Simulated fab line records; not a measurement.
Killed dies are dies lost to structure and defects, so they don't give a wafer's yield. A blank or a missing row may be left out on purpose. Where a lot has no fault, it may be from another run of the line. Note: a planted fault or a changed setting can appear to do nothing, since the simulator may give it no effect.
Split-lot study	flow n5_finfet	21 wafers read from 7 lots, route of 1938 steps

## ABOUT THE SPLIT
At N5_MOL_CONTACT_COAG_COAT_76 (time 60 s, resist thk 10 nm), the setting spin_rpm was moved away from the recipe's 1500 rpm on 5 of the 21 wafers read, by -7.2% to +7.1%. The other wafers ran this setting at the recipe's value.

## FROM THE SPLIT TO THE READING: what the file shows between them, 4 steps
- N5_MOL_CONTACT_COAG_COAT_77: time 60 s, resist thk 10 nm
- N5_MOL_CONTACT_COAG_COAT_78: resist thk 40 nm
- N5_MOL_CONTACT_COAG_DESCUM_88: chemistry O2, time 7 s
- N5_MOL_CONTACT_COAG_ETCH_89: etches underlayer in N2/H2, target depth 13 nm, time 10.4 s

## THE READING
etch.depth_nm (the simulator's own value, which no gauge read), in nm, at N5_MOL_CONTACT_COAG_ETCH_90 (etches SiARC in CF4, target depth 13 nm, time 21.7 s). The file gives no usual value for it. Average 10.003 nm, standard deviation 0.03 nm, over the 16 wafers here run with the recipe.

wafer	tool, chamber at the split	spin_rpm as run, rpm	against the recipe	etch.depth_nm, nm	against lot-mates on the recipe
L075.1	litho_track-05, 0	1500	recipe	9.979	-
L075.4	litho_track-05, 0	1500	recipe	9.987	-
L075.6	litho_track-05, 0	1415	-5.7%	10.29	+0.307
L076.1	litho_track-04, 0	1500	recipe	9.976	-
L076.4	litho_track-04, 0	1500	recipe	9.995	-
L076.6	litho_track-04, 0	1607	+7.1%	9.671	-0.315
L078.1	litho_track-04, 0	1500	recipe	10.03	-
L078.2	litho_track-04, 0	1500	recipe	10.02	-
L078.6	litho_track-04, 0	1415	-5.7%	10.28	+0.255
L085.1	litho_track-01, 0	1392	-7.2%	10.39	+0.380
L085.5	litho_track-01, 0	1392	-7.2%	10.39	+0.380
L085.4	litho_track-01, 0	1500	recipe	10.01	-
L089.3	litho_track-04, 0	1500	recipe	9.991	-
L089.5	litho_track-04, 0	1500	recipe	9.969	-
L089.6	litho_track-04, 0	1500	recipe	9.959	-
L093.4	litho_track-01, 0	1500	recipe	10.04	-
L093.5	litho_track-01, 0	1500	recipe	10.05	-
L093.6	litho_track-01, 0	1500	recipe	10.07	-
L097.3	litho_track-01, 0	1500	recipe	9.982	-
L097.5	litho_track-01, 0	1500	recipe	9.989	-
L097.6	litho_track-01, 0	1500	recipe	10	-

THE FIT
A straight line over all 21 wafers: etch.depth_nm changes by -0.0506 nm for each +1% of spin_rpm; r = -0.98; the points scatter about the line by 0.029 nm.
The same after taking each lot's own level away (the mean of its wafers on the recipe; 21 wafers): -0.0495 nm for each +1%; r = -0.99; scatter 0.016 nm.
According to that fit, moving spin_rpm by its largest amount changes the reading by 0.36 nm.
The span of the lots' own levels, 9.9730 to 10.0533 nm, comes to 2.7 times the standard deviation stated above.
The two slopes are in agreement: the lot-to-lot level therefore moves the slope only a little.
Check: with one of the wafers moved furthest among these (-7.2%) left out of the fit, the line predicts +0.354 nm for it against its lot-mates. It came out at +0.38 nm against them.

## FURTHER SPLITS ON THESE WAFERS
Note: prior to the reading, these wafers also went through further splits. Each is held against what the fit with the lots' levels taken away leaves over:
other split on the same wafers	wafers away from the commonest value	r with etch.depth_nm (lot level and that fit taken away)
N5_SD_EPI_P_EPI_21 time_s	7	-0.28
N5_HKMG_FIN_CVD_62 temp_c	10	-0.13
N5_HKMG_FIN_ETCH_86 target_depth_a	8	-0.18
N5_MOL_CONTACT_COAG_ETCH_105 bias_w	6	+0.32
N5_MOL_CONTACT_COAG_CONTACT_ETCH_14 source_w	10	+0.05

## THE WHOLE CHAIN: every reading that the file lists as answering this split, in the file's order
step	what it does	reading	change (the file's fit)	r (the file's)
N5_MOL_CONTACT_COAG_COAT_76	time 60 s, resist thk 10 nm	SiARC_of_MOL_CONTACT_COAG_COAT_76.thk_nm (the simulator's own value, which no gauge read)	-0.0479 nm for each +1% of the setting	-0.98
N5_MOL_CONTACT_COAG_ETCH_90	etches SiARC in CF4, target depth 13 nm, time 21.7 s	etch.depth_nm (the simulator's own value, which no gauge read)	-0.049 nm for each +1% of the setting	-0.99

## FILE'S OWN FIT
etch.depth_nm changes by -0.049 nm for each +1% of spin_rpm, r = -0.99.
